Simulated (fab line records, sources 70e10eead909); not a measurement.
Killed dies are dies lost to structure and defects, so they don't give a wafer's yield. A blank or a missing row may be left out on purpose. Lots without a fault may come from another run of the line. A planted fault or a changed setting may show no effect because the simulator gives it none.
Problem report in the 8D (eight disciplines) form, filled by code | flow nand_harc | the parts of the form that need people (team, actions taken, sign-off) are left out

1. THE PROBLEM
cd_nm at NHARC_P_CONTACT_CD_MEAS_12 reads a mean of 81.1 nm on 3 wafers of 2 lots; wafers without a fault read 89.6 nm with a standard deviation of 0.51. That is -17 standard deviations from the usual mean.
The step: target cd 90 nm.
First seen on wafer L558.2, day 9 17:38, on cd_sem-03. The record holds 33 wafers of 11 lots with a number at this step. Rule for "out", or "out of limits": more than 4 standard deviations from the usual mean. The other wafers with a number count as sound.

2. WHAT IT IS AND WHAT IT IS NOT
question                    | is                     | is not
which readings at this step | cd_nm                  | -
which lots                  | L558, L559             | L552, L554, L566, L567, L568, L569, L570, L571, L572
which wafers of those lots  | L558.2, L559.1, L559.2 | L558.4, L558.6, L559.4
read on which gauges        | cd_sem-03              | cd_sem-01, cd_sem-02
when                        | from day 9 17:38       | up to then (8 sound wafers); but 22 sound wafers of L559, L566, L567, L568, L569, L570, L571, L572 came after

3. SUSPECTS, AND WHAT RULES EACH OUT
Counting: a tool at a process step up to the reading stays a suspect if it ran every lot that is out. Sound lots after the first of them don't rule it out here, since some wafers of a struck lot are sound.
- the gauge at NHARC_P_CONTACT_CD_MEAS_12: ruled out. All the wafers that are out were read on cd_sem-03, but those of them that NHARC_P_CONTACT_PEB_10 has rows for are out there too, on other tools.
- litho_track-01 at NHARC_P_CONTACT_PEB_10 (peb time 65 s): kept. It ran every lot that is out, first L558 (day 9 17:34); its last sound lot up to then is L554 (day 8 00:44). Its own readings are out on those wafers: heater_power_total_W.
Left after counting: litho_track-01 at NHARC_P_CONTACT_PEB_10.

4. THE CAUSE (what the simulator had put in)
Process parameter drift: litho_track-01, from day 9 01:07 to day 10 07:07, at NHARC_P_CONTACT_PEB_10. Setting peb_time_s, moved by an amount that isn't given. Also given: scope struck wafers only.
Counting left only this tool.

5. THE CHAIN OF EFFECTS, in route order
Each row: a reading whose mean over the struck wafers that have a number lies more than 3 standard deviations from the usual. Only readings for which the record gives a usual standard deviation are gone through. hours: the time from each lot's start at the first step in this table that gives one to its start at this step, as a median over the lots. sigmas: the change in usual standard deviations.
hours | step                       | reading              | usual   | on struck wafers | change | sigmas
0     | NHARC_P_CONTACT_PEB_10     | heater_power_total_W | 156.6 W | 175.8            | +19.2  | +45
0     | NHARC_P_CONTACT_CD_MEAS_12 | cd_nm                | 89.6 nm | 81.1             | -8.5   | -17
1     | NHARC_P_CONTACT_CD_MEAS_19 | cd_nm                | 89.9 nm | 82.5             | -7.4   | -5.7
The process steps in it:
- NHARC_P_CONTACT_PEB_10: peb time 65 s.
Readings that are blank on the struck wafers while sound wafers have them: plate_temp_C at NHARC_P_CONTACT_PEB_10.
Later measuring or inspecting steps at which every struck wafer that the step has a row for has a number for every such reading, and none has moved that far: NHARC_END_SORT_01.

6. WHAT WOULD HAVE CAUGHT IT SOONER
In this record the first reading out of limits at a measuring or inspecting step was taken at day 9 17:38, 17 hours after the fault began at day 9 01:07.
The tool's own readings at NHARC_P_CONTACT_PEB_10 were out on every struck wafer that the step has a row for (heater_power_total_W): an alarm limit on them would have fired on the first of those.
Of the lots that are out (2), L559 began NHARC_P_CONTACT_PEB_10 on litho_track-01 after day 9 17:38. A hold on the tool at that time would have spared it.
